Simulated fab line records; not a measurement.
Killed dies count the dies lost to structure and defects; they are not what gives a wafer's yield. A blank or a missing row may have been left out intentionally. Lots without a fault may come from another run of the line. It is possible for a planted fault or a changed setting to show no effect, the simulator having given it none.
Which tool is to blame? -- flow n5 finfet -- 24 lots with 72 wafers sampled at 4 steps, on a route of 1938 steps

## WHAT THE GAUGES READ, wafer by wafer
N5_MOL_CONTACT_COAG_CD_MEAS_40: the cd target is 25.1 nm. Usual: cd nm 25.08 nm, standard deviation 0.23.
lot,measured,on,cd nm (nm),flag
L074,day 5 08:28,cd sem-02,25.28 25.22 25.46,
L075,day 5 13:40,cd sem-02,25.06 24.63 25.11,
L076,day 5 14:44,cd sem-01,25.19 25.05 25.37,
L077,day 5 23:47,cd sem-01,25.35 24.83 25.61,
L078,day 6 11:16,cd sem-01,24.85 25.09 25.39,
L079,day 6 13:37,cd sem-01,25.22 25.32 24.89,
L080,day 6 18:14,cd sem-02,25.45 24.80 24.97,
L081,day 7 00:31,cd sem-02,25.09 24.84 24.85,
L082,day 7 11:32,cd sem-02,24.77 25.08 25.14,
L083,day 7 21:07,cd sem-02,24.88 25.11 25.19,
L084,day 7 23:06,cd sem-01,25.67 25.01 24.91,
L085,day 8 01:58,cd sem-02,25.06 25.01 24.79,
L086,day 8 06:32,cd sem-02,25.20 24.97 25.33,
L088,day 8 17:52,cd sem-02,24.78 24.90 24.99,
L087,day 9 01:40,cd sem-03,25.03 25.20 24.81,
L089,day 9 06:46,cd sem-03,25.28 25.02 25.45,
L090,day 9 07:25,cd sem-02,24.87 24.96 25.17,
L091,day 9 11:26,cd sem-02,25.00 25.34 25.17,
L092,day 10 00:47,cd sem-01,24.92 25.26 25.02,
L093,day 10 10:04,cd sem-03,25.30 24.75 24.92,
L094,day 10 11:08,cd sem-03,25.34 24.98 25.67,
L095,day 10 16:28,cd sem-03,25.42 25.27 24.88,
L096,day 10 17:37,cd sem-03,24.95 25.72 24.84,
L097,day 10 22:40,cd sem-02,25.17 24.96 25.07,

N5_MOL_CONTACT_COAG_OVL_MEAS_41. Usual: VD_OVL typically reads 0.3 nm, with standard deviation 0.74.
lot,measured,on,VD_OVL (nm),flag
L074,day 5 08:30,overlay-02,0.4 -0.8 -0.4,
L075,day 5 13:42,overlay-01,1.5 0.5 1.4,
L076,day 5 14:47,overlay-02,0.1 0.5 -0.5,
L077,day 5 23:49,overlay-01,0.3 -0.3 0.3,
L078,day 6 11:18,overlay-01,-0.4 0.7 0.2,
L079,day 6 13:39,overlay-01,-0.3 -0.3 0.0,
L080,day 6 18:16,overlay-01,-0.3 -0.5 -0.4,
L081,day 7 00:34,overlay-02,1.5 0.9 1.5,
L082,day 7 11:35,overlay-01,0.4 0.3 -0.4,
L083,day 7 21:09,overlay-01,0.1 -0.6 0.5,
L084,day 7 23:08,overlay-01,1.6 1.6 1.7,
L085,day 8 02:01,overlay-01,-0.1 -0.3 -0.7,
L086,day 8 06:34,overlay-01,0.9 1.0 0.4,
L088,day 8 17:53,overlay-01,0.9 0.4 0.1,
L087,day 9 01:41,overlay-01,1.5 0.8 -0.7,
L089,day 9 06:47,overlay-02,1.4 1.5 1.4,
L090,day 9 07:28,overlay-01,0.4 0.5 0.7,
L091,day 9 11:28,overlay-02,1.0 1.1 -0.1,
L092,day 10 00:49,overlay-01,-0.2 0.4 -0.4,
L093,day 10 10:06,overlay-01,0.6 -0.1 -0.7,
L094,day 10 11:10,overlay-01,-0.8 -1.0 -0.5,
L095,day 10 16:31,overlay-01,-0.4 -0.2 -1.1,
L096,day 10 17:38,overlay-02,-0.4 -0.6 0.5,
L097,day 10 22:42,overlay-02,-0.1 1.1 0.2,

## WHAT TOOL EACH LOT RAN ON (gives the tool, then ch and the chambers of the sampled wafers, and finally the start)
lot,N5_MOL_CONTACT_COAG_CMP_23,N5_MOL_CONTACT_COAG_CMP_28
L074,"cmp-01 ch 0,1,2, day 5 02:00","cmp-04 ch 0,2,3, day 5 05:45"
L075,"cmp-03 ch 1,2,3, day 5 08:31","cmp-04 ch 1,2,3, day 5 10:57"
L076,"cmp-01 ch 0,3, day 5 08:49","cmp-01 ch 1,2,3, day 5 11:20"
L077,"cmp-01 ch 1,2,3, day 5 18:44","cmp-03 ch 0,1,2, day 5 21:07"
L078,"cmp-04 ch 0,1,2, day 6 01:47","cmp-04 ch 1,2,3, day 6 04:08"
L079,"cmp-01 ch 0,2,3, day 6 03:59","cmp-04 ch 2,3, day 6 06:18"
L080,"cmp-03 ch 0,1,3, day 6 10:36","cmp-01 ch 1,2,3, day 6 13:01"
L081,"cmp-04 ch 0,1, day 6 18:37","cmp-03 ch 0,3, day 6 21:47"
L082,"cmp-03 ch 0,1,3, day 7 05:08","cmp-03 ch 0,2, day 7 08:16"
L083,"cmp-03 ch 1,2,3, day 7 15:49","cmp-04 ch 0,2,3, day 7 18:12"
L084,"cmp-04 ch 0,1, day 7 17:35","cmp-01 ch 0,1,3, day 7 20:01"
L085,"cmp-01 ch 0,1,3, day 7 20:29","cmp-03 ch 0,1, day 7 22:48"
L086,"cmp-04 ch 2,3, day 8 01:17","cmp-03 ch 0,1, day 8 03:40"
L088,"cmp-04 ch 0,1,3, day 8 12:34","cmp-01 ch 1,2,3, day 8 15:02"
L087,"cmp-01 ch 1,2,3, day 8 19:16","cmp-03 ch 0,2,3, day 8 21:37"
L089,"cmp-01 ch 0,1,2, day 9 00:09","cmp-01 ch 1,2,3, day 9 02:32"
L090,"cmp-03 ch 0,1,2, day 9 00:19","cmp-04 ch 1,2, day 9 02:40"
L091,"cmp-04 ch 1,2, day 9 05:59","cmp-03 ch 1,2,3, day 9 08:47"
L092,"cmp-04 ch 1,3, day 9 19:39","cmp-04 ch 1,2, day 9 22:00"
L093,"cmp-04 ch 0,2,3, day 10 04:20","cmp-01 ch 0,1, day 10 06:46"
L094,"cmp-04 ch 0,1,3, day 10 05:36","cmp-03 ch 0,1,3, day 10 08:24"
L095,"cmp-04 ch 1,2,3, day 10 11:16","cmp-01 ch 2,3, day 10 14:01"
L096,"cmp-01 ch 1,2,3, day 10 11:20","cmp-04 ch 0,1,3, day 10 14:56"
L097,"cmp-04 ch 0,1,2, day 10 17:34","cmp-04 ch 0,1,2, day 10 19:58"
- N5_MOL_CONTACT_COAG_CMP_23: polishes, stops on SiO2, t overpolish 1.5 s, target thk 0 nm.
- N5_MOL_CONTACT_COAG_CMP_28: polishes, stops on SiNx, t overpolish 0.85 s, target thk 14.522 nm.

## WHAT THE TOOLS THEMSELVES READ (means of the sampled wafers that have a number; where no wafer has one, the mark that the record gives instead)
N5_MOL_CONTACT_COAG_CMP_23. Usual: motor current A 7.9 A, standard deviation 0.95; overpolish run s 1.499 s, standard deviation 0.01; time to endpoint s 9.4 s, standard deviation 2.5.
lot,tool,motor current A (A),overpolish run s (s),time to endpoint s (s),flag
L074,cmp-01,7.9,1.502,9.4,
L075,cmp-03,8.6,1.493,11.4,
L076,cmp-01,9.2,1.508,11.7,
L077,cmp-01,7.9,1.492,12.5,
L078,cmp-04,7.4,1.501,6.7,
L079,cmp-01,8.4,1.495,12.9,
L080,cmp-03,8.6,1.496,11.5,
L081,cmp-04,6.7,1.501,10.1,
L082,cmp-03,8.7,1.499,10.9,
L083,cmp-03,8.5,1.490,8.6,
L084,cmp-04,6.7,1.497,8.5,
L085,cmp-01,8.1,1.511,11.7,
L086,cmp-04,8.5,1.508,7.5,
L088,cmp-04,7.1,1.499,8.9,
L087,cmp-01,7.6,1.497,10.2,
L089,cmp-01,7.9,1.497,10.0,
L090,cmp-03,8.2,1.498,7.9,
L091,cmp-04,8.1,1.497,8.0,
L092,cmp-04,7.6,1.499,8.9,
L093,cmp-04,7.4,1.502,6.0,
L094,cmp-04,7.1,1.503,9.1,
L095,cmp-04,7.9,1.505,9.4,
L096,cmp-01,8.0,1.495,10.5,
L097,cmp-04,7.3,1.499,8.8,

N5_MOL_CONTACT_COAG_CMP_28. Usual: motor current A 12.5 A, standard deviation 1.4; time to endpoint s 5.2 s, standard deviation 2.5.
lot,tool,motor current A (A),time to endpoint s (s),flag
L074,cmp-04,11.6,4.3,
L075,cmp-04,11.7,2.1,
L076,cmp-01,12.4,6.8,
L077,cmp-03,12.6,5.6,
L078,cmp-04,11.7,1.6,
L079,cmp-04,12.0,3.4,
L080,cmp-01,12.1,4.6,
L081,cmp-03,13.9,5.6,
L082,cmp-03,12.7,3.5,
L083,cmp-04,11.6,1.9,
L084,cmp-01,12.8,6.7,
L085,cmp-03,12.9,4.0,
L086,cmp-03,12.8,6.9,
L088,cmp-01,12.1,6.1,
L087,cmp-03,13.3,4.4,
L089,cmp-01,12.0,6.3,
L090,cmp-04,12.5,3.2,
L091,cmp-03,13.1,5.2,
L092,cmp-04,12.6,3.5,
L093,cmp-01,11.1,6.7,
L094,cmp-03,13.9,4.6,
L095,cmp-01,13.4,7.8,
L096,cmp-04,10.8,4.8,
L097,cmp-04,11.6,5.7,

## THE ANSWER, worked out from the rows above alone
Rule: lot off if the mean of its wafers having a number is beyond 3 standard deviations from the usual mean. A lot without any number at a reading at which 4 lots or more have one is off too. Any other lot the step has rows for is counted as sound. The gauges are gone through in route order, then the tools' own readings, and for those a lot's mean is taken as printed above. The first step at which some lot is off is used, and at that step the reading that is off furthest; a lot without a number counts as furthest.
No lot is off at any reading shown: from this, nothing can be told.

## WHAT THE SIMULATOR HAD PUT IN
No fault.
